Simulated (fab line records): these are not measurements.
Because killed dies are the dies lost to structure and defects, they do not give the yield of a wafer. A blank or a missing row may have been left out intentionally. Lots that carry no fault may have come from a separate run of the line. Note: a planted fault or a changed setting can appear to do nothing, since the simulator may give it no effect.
fab line records	flow n5Finfet	part 1 of 2: steps 1 to 4 of 6
record: lots: 20	wafers: 60	lastDay: 18
route steps=1938 shown BEOL_M1@753
lots with no fault: from the same line, run without faults
startH: start of the lot's first displayed wafer, in hours after the record's first day	waitH: hours elapsed since this lot's preceding step	" the same as in the row above	L1.1+2: a single row standing in for several wafers	- value missing, or start not given	* or withheld: withheld	< > ~ a bound
route shown NAME@n: names a module that has steps shown in the file, with the first one's number in the route	usual: the fault-free wafers' mean and standard deviation	same: alike in all rows	chamber/n: place in a boat	sites: per-site readings	_std_site: standard deviation across them	_edge_site: inner sites' mean taken away from outer sites' mean	radiusMm: how far each site lies from the wafer's centre	mask NAME#n: copy n	behind: the tool/chamber that last shaped the wafer	hold: reason for holding the lot/hours on hold/outcome of the hold	device: transistor that didn't switch, given as n, p or np	end of line: at the end of the route, the tests of the same wafers	where a step has no rows: the recipe by itself	killed: dies that structure and defects cost at the first sort, which is not the same as the wafer's yield	map: a wafer's dies, marking killed ones x, the rest . and places with no die _
set.NAME: setting as actually run; set.NAME@STEP: the setting as run at that earlier step	model.NAME: the simulator's own value behind a step, which no gauge read
a sample of lots followed through the steps of the route, with each step as a table and each wafer as a row
services: the hour from which a tool's chamber was out of use, counted from the record's first day as startH (under 0 if before that day), plus the number of hours and why
== steps ==
step: N5_BEOL_M1_PECVD_72
recipe: material: SiO2	targetThkA: 160	tempC: 400	precursor: TEOS/O2	pressureTorr: 5.5	rfW: 450	teosFlowSccm: 53.8	gas: O2	flowSccm: 3000	timeS: 18
usual: chamberPressureTorr: 5.501/0.01	heaterPowerW: 739/120	rfFwdPowerW: 445.0/1.9	showerheadPlenumPTorr: 8.81/0.042	susceptorTempC: 399.97/0.21	throttleValvePct: 21.5/0.77
lot.wafer	tool	chamber	startH	waitH	chamberPressureTorr	heaterPowerW	rfFwdPowerW	showerheadPlenumPTorr	susceptorTempC	throttleValvePct
L074.3	pecvd-01	2	127.38	0.1	5.493	613	446.2	8.82	400.07	21.0
L074.5	"	2	"	"	5.489	623	443.2	8.80	400.02	20.9
L074.6	"	0	"	"	5.484	1008	446.4	8.76	400.02	21.4
L075.2	pecvd-02	1	130.00	0.0	5.501	500	445.8	8.85	400.03	21.3
L075.5	"	2	"	"	5.489	790	445.4	8.79	400.03	20.3
L075.6	"	1	"	"	5.496	500	445.1	8.85	399.89	20.9
L076.1	pecvd-03	2	131.54	0.0	5.512	829	444.5	8.86	399.93	21.2
L076.4	"	1	"	"	5.504	733	448.1	8.76	400.33	22.2
L076.6	"	2	"	"	5.510	839	445.1	8.85	399.82	21.4
L077.2	pecvd-03	2	140.25	0.0	5.508	833	444.4	8.85	400.08	21.3
L077.3	"	0	"	"	5.508	674	444.0	8.86	399.83	22.2
L077.4	"	0	"	"	5.498	685	444.3	8.86	400.00	22.6
L079.1	pecvd-01	2	149.87	0.0	5.493	609	445.1	8.82	399.55	20.8
L079.4	"	2	"	"	5.498	600	443.7	8.79	400.05	20.9
L079.6	"	0	"	"	5.490	978	444.6	8.75	400.19	21.5
L081.2	pecvd-03	1	161.75	0.0	5.513	694	446.7	8.74	399.77	21.8
L081.4	"	1	"	"	5.499	691	445.7	8.75	399.83	21.9
L081.6	"	0	"	"	5.496	738	440.8	8.87	399.61	22.4
L082.2	pecvd-02	2	171.82	0.0	5.513	835	444.1	8.81	399.91	20.3
L082.3	"	0	"	"	5.505	813	446.7	8.80	400.06	21.8
L082.6	"	1	"	"	5.519	555	444.4	8.85	400.27	21.3
L083.1	pecvd-02	0	177.49	0.0	5.504	843	447.3	8.80	399.86	21.8
L083.3	"	2	"	"	5.504	783	445.0	8.76	399.96	20.4
L083.6	"	2	"	"	5.497	793	446.2	8.79	400.19	20.4
L084.1	pecvd-02	2	178.27	0.0	5.502	788	446.5	8.79	400.42	20.4
L084.2	"	0	"	"	5.512	872	445.3	8.80	400.21	21.7
L084.5	"	2	"	"	5.511	778	445.0	8.80	399.92	20.4
L085.4	pecvd-03	2	195.33	0.1	5.514	846	444.3	8.84	400.05	21.4
L085.5	"	0	"	"	5.497	764	441.8	8.86	399.73	22.6
L085.6	"	1	"	"	5.500	616	442.2	8.74	400.03	21.9
L086.2	pecvd-02	1	195.85	0.0	5.503	536	448.4	8.83	400.05	21.3
L086.4	"	0	"	"	5.516	879	445.5	8.79	399.97	21.6
L086.6	"	1	"	"	5.499	533	445.4	8.83	399.88	21.2
L087.1	pecvd-02	2	201.89	0.0	5.511	799	444.0	8.80	399.97	20.8
L087.2	"	0	"	"	5.506	828	447.8	8.78	400.13	21.7
L087.3	"	1	"	"	5.497	575	446.2	8.85	399.79	21.6
L088.1	pecvd-03	1	202.51	0.0	5.507	722	445.9	8.74	400.17	21.8
L088.2	"	0	"	"	5.490	713	444.5	8.85	399.70	22.5
L088.3	"	0	"	"	5.492	702	443.1	8.86	399.74	22.7
L089.1	pecvd-03	1	210.25	0.0	5.479	715	445.0	8.74	400.24	21.6
L089.3	"	1	"	"	5.493	705	446.7	8.76	400.16	21.8
L089.4	"	0	"	"	5.505	695	442.5	8.87	400.11	22.5
L090.2	pecvd-03	0	216.55	0.0	5.495	753	441.8	8.88	400.33	22.8
L090.3	"	0	"	"	5.515	778	442.6	8.86	400.26	22.6
L090.5	"	0	"	"	5.495	761	443.2	8.88	400.09	22.6
L091.3	pecvd-01	1	218.38	0.0	5.488	708	446.2	8.82	400.01	23.2
L091.4	"	0	"	"	5.497	918	445.3	8.76	400.41	21.5
L091.6	"	2	"	"	5.502	712	445.0	8.82	399.71	21.3
L092.2	pecvd-03	1	237.89	0.0	5.504	680	445.6	8.76	400.11	21.9
L092.4	"	1	"	"	5.511	675	444.8	8.73	399.81	22.1
L092.6	"	2	"	"	5.501	733	442.9	8.84	400.27	20.4
L094.1	pecvd-03	1	241.07	0.0	5.482	600	446.4	8.76	399.83	21.9
L094.2	"	2	"	"	5.509	754	442.9	8.84	399.78	20.3
L094.3	"	2	"	"	5.481	750	441.9	8.81	399.68	20.0
L095.3	pecvd-02	1	253.72	0.0	5.496	570	445.0	8.82	400.12	21.5
L095.5	"	0	"	"	5.514	898	447.3	8.79	399.77	21.9
L095.6	"	2	"	"	5.502	831	442.7	8.79	400.09	20.6
L096.2	pecvd-02	2	261.53	0.0	5.500	804	445.1	8.80	399.92	21.0
L096.3	"	1	"	"	5.500	552	446.3	8.85	399.34	21.5
L096.5	"	1	"	"	5.494	556	446.2	8.84	399.84	21.2
step: N5_BEOL_M1_ETCH_63
recipe: chemistry: CF4	target: SiARC	targetDepthA: 156	maskMaterial: CAR-EUV	timeS: 26	ionEnergyEv: 80	pressureMtorr: 40	sourceW: 545	biasW: 36	Ar_flow_sccm: 100	cf4FlowSccm: 100	ends: cleared
usual: chamberPressureMTorr: 40.00/0.036	drypumpMotorCurrentA: 5.9/0.44	etchRfOnTimeS: 26.0/0.82	oesProductAu: 0.65/0.061	rfFwdPowerW: 532.8/2.4	rfVppV: 183.9/1.3	showerheadPlenumPTorr: 2.13/0.085	throttleValvePct: 15.71/0.3
lot.wafer	tool	chamber	startH	waitH	chamberPressureMTorr	drypumpMotorCurrentA	etchRfOnTimeS	oesProductAu	rfFwdPowerW	rfHoursCounterH	rfVppV	showerheadPlenumPTorr	throttleValvePct
L074.3	rieDiel-01	0	128.49	0.0	39.98	5.5	27.0	0.60	533.0	204	182.9	2.14	15.93
L074.5	"	1	"	"	40.09	5.5	25.7	0.61	532.3	-	184.0	2.20	16.05
L074.6	"	3	"	"	40.02	5.4	25.8	0.66	530.5	-	184.1	2.17	15.99
L075.2	rieDiel-03	0	131.38	0.0	39.99	5.8	26.4	0.65	532.7	138	184.6	2.23	15.90
L075.5	"	2	"	"	39.97	6.2	27.1	0.59	531.3	-	184.5	2.23	15.89
L075.6	"	1	"	"	39.94	6.8	25.9	0.61	530.1	-	183.3	2.05	15.93
L076.1	rieDiel-01	0	132.75	0.0	39.98	5.5	27.0	0.60	535.6	206	182.7	2.14	15.93
L076.4	"	1	"	"	40.02	5.5	25.6	0.61	534.5	-	184.5	2.20	16.03
L076.6	"	0	"	"	40.01	5.5	27.0	0.60	532.8	-	183.5	2.14	15.93
L077.2	rieDiel-06	0	142.44	0.0	39.98	6.5	25.0	0.66	531.7	173	182.9	2.05	15.31
L077.3	"	2	"	"	40.03	5.6	25.4	0.62	531.1	234	184.3	2.10	16.11
L077.4	"	3	"	"	40.02	5.8	24.6	0.69	536.6	115	182.1	1.99	15.30
L079.1	rieDiel-03	3	150.50	0.0	40.02	5.8	25.1	0.69	531.7	100	183.3	2.08	15.25
L079.4	"	2	"	"	39.94	6.2	27.5	0.59	532.4	188	184.8	2.23	15.93
L079.6	"	0	"	"	39.98	5.7	26.6	0.64	533.5	-	183.7	2.22	15.90
L081.2	rieDiel-01	0	163.69	0.0	40.00	5.5	26.4	0.60	531.5	216	184.3	2.14	15.94
L081.4	"	3	"	"	40.07	5.4	25.4	0.67	531.1	133	184.1	2.17	16.00
L081.6	"	3	"	"	39.99	5.4	25.6	0.66	532.8	-	185.4	2.17	16.00
L082.2	rieDiel-06	3	174.29	0.0	39.99	5.8	24.8	0.68	535.0	124	182.1	1.99	15.33
L082.3	"	2	"	"	40.08	5.6	25.7	0.60	535.0	243	183.7	2.10	16.12
L082.6	"	3	"	"	40.01	5.9	25.0	0.67	535.7	-	182.3	1.99	15.34
L083.1	rieDiel-06	0	179.68	0.0	39.92	6.5	25.3	0.64	531.3	183	182.3	2.04	15.34
L083.3	"	1	"	"	40.01	6.5	27.0	0.74	538.7	33	186.5	2.26	15.48
L083.6	"	2	"	"	40.02	5.6	26.1	0.59	534.4	-	184.0	2.10	16.12
L084.1	rieDiel-01	2	179.82	0.0	39.97	5.4	26.5	0.62	528.8	184	186.1	2.21	15.71
L084.2	"	0	"	"	39.97	5.5	26.5	0.60	532.2	221	183.9	2.13	15.96
L084.5	"	2	"	"	40.03	5.4	26.6	0.62	526.7	-	185.0	2.21	15.71
L085.4	rieDiel-06	2	196.27	0.0	40.00	5.6	26.1	0.59	534.0	249	184.0	2.10	16.12
L085.5	"	1	"	"	40.00	6.5	27.1	0.73	532.9	-	185.3	2.26	15.47
L085.6	"	0	"	"	40.01	6.5	25.1	0.64	534.0	-	181.7	2.04	15.35
L086.2	rieDiel-06	1	198.10	0.0	39.96	6.5	26.7	0.73	533.9	39	185.8	2.26	15.50
L086.4	"	0	"	"	40.01	6.5	25.2	0.65	532.3	189	184.1	2.04	15.35
L086.6	"	3	"	"	39.95	5.9	24.9	0.67	537.4	-	182.7	1.99	15.34
L087.1	rieDiel-06	3	203.80	0.0	40.02	5.9	25.1	0.67	535.8	132	183.0	1.99	15.34
L087.2	"	0	"	"	40.00	6.5	24.9	0.65	530.6	190	182.7	2.04	15.37
L087.3	"	1	"	"	39.96	6.5	26.8	0.74	535.0	40	186.1	2.26	15.48
L088.1	rieDiel-03	0	204.15	0.0	39.98	5.7	26.9	0.62	527.0	164	184.4	2.22	15.92
L088.2	"	3	"	"	40.04	5.8	25.2	0.67	532.4	120	184.5	2.07	15.28
L088.3	"	2	"	"	40.01	6.2	27.5	0.57	532.8	210	185.2	2.22	15.97
L089.1	rieDiel-06	0	211.82	0.0	39.99	6.5	24.9	0.65	531.3	193	182.9	2.04	15.35
L089.3	"	3	"	"	40.00	5.9	24.8	0.67	535.9	135	183.3	1.99	15.33
L089.4	"	3	"	"	40.02	5.9	24.9	0.66	538.5	-	183.5	1.99	15.34
L090.2	rieDiel-01	1	217.80	0.0	39.97	5.5	25.3	0.81	533.0	9	184.8	2.19	15.58
L090.3	"	2	"	"	39.99	5.4	26.9	0.60	533.4	197	184.9	2.20	15.72
L090.5	"	1	"	"	40.02	5.5	25.4	0.81	532.5	-	184.8	2.19	15.60
L091.3	rieDiel-01	2	219.59	0.0	40.05	5.4	26.9	0.61	532.4	198	185.2	2.20	15.73
L091.4	"	1	"	"	39.95	5.5	25.7	0.80	533.6	-	184.9	2.19	15.57
L091.6	"	0	"	"	39.98	5.5	26.7	0.59	530.5	-	183.9	2.13	15.97
L092.2	rieDiel-01	1	239.36	0.0	40.04	5.5	25.8	0.79	533.8	15	185.3	2.19	15.61
L092.4	"	3	"	"	39.98	5.4	26.0	0.64	532.0	153	185.2	2.16	16.03
L092.6	"	1	"	"	40.02	5.5	26.0	0.78	534.8	-	183.8	2.19	15.58
L094.1	rieDiel-06	2	241.89	0.0	39.97	5.6	25.0	0.83	531.6	5	183.4	2.10	15.66
L094.2	"	1	"	"	39.99	6.5	26.7	0.72	533.1	52	185.4	2.25	15.51
L094.3	"	0	"	"	40.00	6.5	25.2	0.63	533.2	203	181.5	2.04	15.36
L095.3	rieDiel-03	2	257.04	0.0	40.04	6.2	27.3	0.57	533.2	226	184.3	2.22	15.99
L095.5	"	0	"	"	40.08	5.7	26.4	0.62	531.2	-	183.7	2.21	15.96
L095.6	"	3	"	"	40.00	5.8	25.1	0.66	534.0	-	182.7	2.06	15.31
L096.2	rieDiel-03	0	262.96	0.0	40.05	5.7	26.9	0.61	532.2	181	184.8	2.21	15.96
L096.3	"	2	"	"	40.03	6.2	27.5	0.56	528.5	228	184.8	2.22	16.00
L096.5	"	3	"	"	40.02	5.8	25.4	0.65	532.9	-	183.2	2.06	15.32
step: N5_BEOL_M1_HM_OPEN_17
recipe: chemistry: Cl2/BCl3	targetDepthA: 200	overetchA: 60	target: TiN	maskMaterial: SOC	ionEnergyEv: 150	pressureMtorr: 10	icpW: 1000	biasW: 126	Cl2_flow_sccm: 53.25	bcl3FlowSccm: 21.75	Ar_flow_sccm: 25
usual: chamberPressureMTorr: 10.000/0.0089	drypumpMotorCurrentA: 5.7/0.39	mfcCl2Sccm: 53.26/0.17	oesProductAu: 0.61/0.088	rfFwdPowerW: 992/3.2	throttleValvePct: 22.39/0.19
lot.wafer	tool	chamber	startH	waitH	chamberPressureMTorr	drypumpMotorCurrentA	mfcCl2Sccm	oesProductAu	rfFwdPowerW	rfHoursCounterH	throttleValvePct
L074.3	rieMetal-01	0	128.71	0.1	9.999	6.1	53.14	0.61	987	-	22.57
L074.5	"	0	"	"	10.008	6.1	53.18	0.61	991	-	22.56
L074.6	"	1	"	"	9.996	5.8	53.15	0.58	991	-	22.18
L075.2	rieMetal-01	1	131.58	0.0	10.010	5.8	53.26	0.59	994	83	22.15
L075.5	"	1	"	"	9.999	5.8	53.14	0.59	986	-	22.16
L075.6	"	0	"	"	9.995	6.1	53.12	0.63	995	-	22.56
L076.1	rieMetal-02	0	132.94	0.0	10.015	5.1	53.37	0.53	996	113	22.61
L076.4	"	1	"	"	9.996	5.8	53.63	0.50	994	-	22.26
L076.6	"	0	"	"	9.987	5.1	53.11	0.53	1000	-	22.60
L077.2	rieMetal-01	0	142.64	0.0	9.999	6.1	53.38	0.62	994	64	22.57
L077.3	"	1	"	"	9.994	5.8	53.44	0.59	993	-	22.18
L077.4	"	0	"	"	10.009	6.1	53.17	0.61	993	-	22.57
L079.1	rieMetal-01	1	150.70	0.0	10.005	5.8	53.18	0.59	989	85	22.14
L079.4	"	1	"	"	9.993	5.8	52.83	0.59	989	-	22.16
L079.6	"	0	"	"	9.985	6.1	53.64	0.62	987	-	22.54
L081.2	rieMetal-03	1	163.91	0.1	9.991	5.2	53.41	0.61	992	-	22.28
L081.4	"	1	"	"	9.989	5.2	53.24	0.61	989	-	22.27
L081.6	"	1	"	"	10.002	5.2	53.45	0.61	990	-	22.28
L082.2	rieMetal-01	1	174.49	0.0	10.012	5.8	53.22	0.58	994	88	22.19
L082.3	"	1	"	"	10.002	5.8	53.18	0.58	995	-	22.19
L082.6	"	1	"	"	9.981	5.8	53.25	0.58	997	-	22.18
L083.1	rieMetal-02	0	179.88	0.0	9.997	5.1	53.25	0.53	998	119	22.60
L083.3	"	1	"	"	9.990	5.8	52.90	0.84	988	-	22.22
L083.6	"	1	"	"	9.993	5.8	53.15	0.83	993	-	22.24
L084.1	rieMetal-01	0	180.01	0.0	10.003	6.2	53.22	0.60	992	68	22.59
L084.2	"	1	"	"	9.998	5.8	53.13	0.58	994	88	22.18
L084.5	"	1	"	"	10.002	5.8	53.31	0.57	991	-	22.19
L085.4	rieMetal-02	1	196.50	0.1	10.005	5.8	52.97	0.82	986	-	22.23
L085.5	"	0	"	"	10.004	5.1	53.45	0.53	994	-	22.59
L085.6	"	1	"	"	9.996	5.9	53.09	0.82	989	-	22.23
L086.2	rieMetal-02	0	198.30	0.0	10.006	5.1	53.26	0.53	993	120	22.61
L086.4	"	0	"	"	10.000	5.1	53.02	0.52	997	-	22.61
L086.6	"	0	"	"	10.004	5.1	53.45	0.52	996	-	22.62
L087.1	rieMetal-02	0	204.00	0.0	9.999	5.1	53.51	0.52	993	121	22.63
L087.2	"	1	"	"	9.989	5.9	53.17	0.81	993	4	22.23
L087.3	"	1	"	"	9.984	5.9	53.35	0.81	995	-	22.23
L088.1	rieMetal-01	0	204.35	0.0	10.008	6.1	53.31	0.60	989	70	22.58
L088.2	"	1	"	"	9.993	5.8	53.14	0.57	994	90	22.19
L088.3	"	1	"	"	10.004	5.8	53.04	0.57	995	-	22.19
L089.1	rieMetal-01	0	212.02	0.0	10.011	6.1	53.29	0.60	995	71	22.59
L089.3	"	0	"	"	9.999	6.1	53.24	0.61	992	-	22.56
L089.4	"	1	"	"	10.003	5.8	53.31	0.57	997	-	22.17
L090.2	rieMetal-03	0	218.00	0.0	9.993	6.4	53.12	0.56	991	98	22.22
L090.3	"	0	"	"	9.999	6.4	53.00	0.57	992	-	22.22
L090.5	"	0	"	"	10.001	6.4	52.96	0.56	990	-	22.21
L091.3	rieMetal-01	1	219.82	0.1	10.013	5.8	53.32	0.57	989	-	22.18
L091.4	"	0	"	"	10.008	6.1	53.40	0.61	991	-	22.57
L091.6	"	0	"	"	10.008	6.1	53.34	0.61	989	-	22.59
L092.2	rieMetal-01	0	239.55	0.0	10.001	6.1	53.33	0.61	992	74	22.56
L092.4	"	1	"	"	10.010	5.8	53.16	0.58	997	-	22.17
L092.6	"	0	"	"	9.978	6.1	53.23	0.60	996	-	22.59
L094.1	rieMetal-02	1	242.08	0.0	10.005	5.8	53.29	0.79	989	7	22.25
L094.2	"	0	"	"	9.993	5.1	53.19	0.52	1000	124	22.62
L094.3	"	0	"	"	10.002	5.1	53.18	0.52	993	-	22.62
L095.3	rieMetal-02	0	257.30	0.1	9.994	5.1	53.27	0.51	995	-	22.62
L095.5	"	1	"	"	9.995	5.9	53.23	0.78	994	-	22.25
L095.6	"	0	"	"	9.992	5.1	52.87	0.52	998	-	22.64
L096.2	rieMetal-01	1	263.17	0.0	10.010	5.8	53.38	0.58	986	95	22.17
L096.3	"	0	"	"	9.999	6.1	53.39	0.61	993	-	22.57
L096.5	"	0	"	"	9.999	6.1	53.25	0.61	992	-	22.56
step: N5_BEOL_M1_CD_MEAS_18
recipe: pitchNm: 36	targetCdNm: 18
usual: cdNm: 18.0/0.42
lot.wafer	tool	chamber	startH	waitH	cdNm
L074.3	cdSem-02	-	128.94	0.1	18.3
L074.5	"	-	"	"	18.0
L074.6	"	-	"	"	17.9
L075.2	cdSem-03	-	131.84	0.1	18.1
L075.5	"	-	"	"	18.0
L075.6	"	-	"	"	18.4
L076.1	cdSem-01	-	133.12	0.0	18.0
L076.4	"	-	"	"	18.0
L076.6	"	-	"	"	17.3
L077.2	cdSem-03	-	142.82	0.1	18.0
L077.3	"	-	"	"	17.9
L077.4	"	-	"	"	18.3
L079.1	cdSem-02	-	150.88	0.0	18.5
L079.4	"	-	"	"	18.2
L079.6	"	-	"	"	17.8
L081.2	cdSem-03	-	164.16	0.1	18.4
L081.4	"	-	"	"	17.4
L081.6	"	-	"	"	18.1
L082.2	cdSem-01	-	174.67	0.1	18.0
L082.3	"	-	"	"	17.6
L082.6	"	-	"	"	18.2
L083.1	cdSem-03	-	180.10	0.0	18.2
L083.3	"	-	"	"	18.1
L083.6	"	-	"	"	17.3
L084.1	cdSem-02	-	180.20	0.1	17.9
L084.2	"	-	"	"	17.9
L084.5	"	-	"	"	17.6
L085.4	cdSem-03	-	196.65	0.1	17.8
L085.5	"	-	"	"	18.3
L085.6	"	-	"	"	18.2
L086.2	cdSem-03	-	198.49	0.1	18.0
L086.4	"	-	"	"	18.1
L086.6	"	-	"	"	17.9
L087.1	cdSem-02	-	204.26	0.0	17.8
L087.2	"	-	"	"	17.6
L087.3	"	-	"	"	17.8
L088.1	cdSem-03	-	204.53	0.0	18.7
L088.2	"	-	"	"	17.9
L088.3	"	-	"	"	18.5
L089.1	cdSem-01	-	212.24	0.0	18.5
L089.3	"	-	"	"	18.2
L089.4	"	-	"	"	18.6
L090.2	cdSem-01	-	218.18	0.1	17.6
L090.3	"	-	"	"	17.2
L090.5	"	-	"	"	17.6
L091.3	cdSem-01	-	219.97	0.1	16.8
L091.4	"	-	"	"	18.6
L091.6	"	-	"	"	17.7
L092.2	cdSem-02	-	239.74	0.1	18.7
L092.4	"	-	"	"	18.4
L092.6	"	-	"	"	19.2
L094.1	cdSem-02	-	242.34	0.0	17.7
L094.2	"	-	"	"	18.1
L094.3	"	-	"	"	18.5
L095.3	cdSem-03	-	257.45	0.1	18.0
L095.5	"	-	"	"	18.5
L095.6	"	-	"	"	18.7
L096.2	cdSem-03	-	263.42	0.1	18.1
L096.3	"	-	"	"	17.8
L096.5	"	-	"	"	18.2
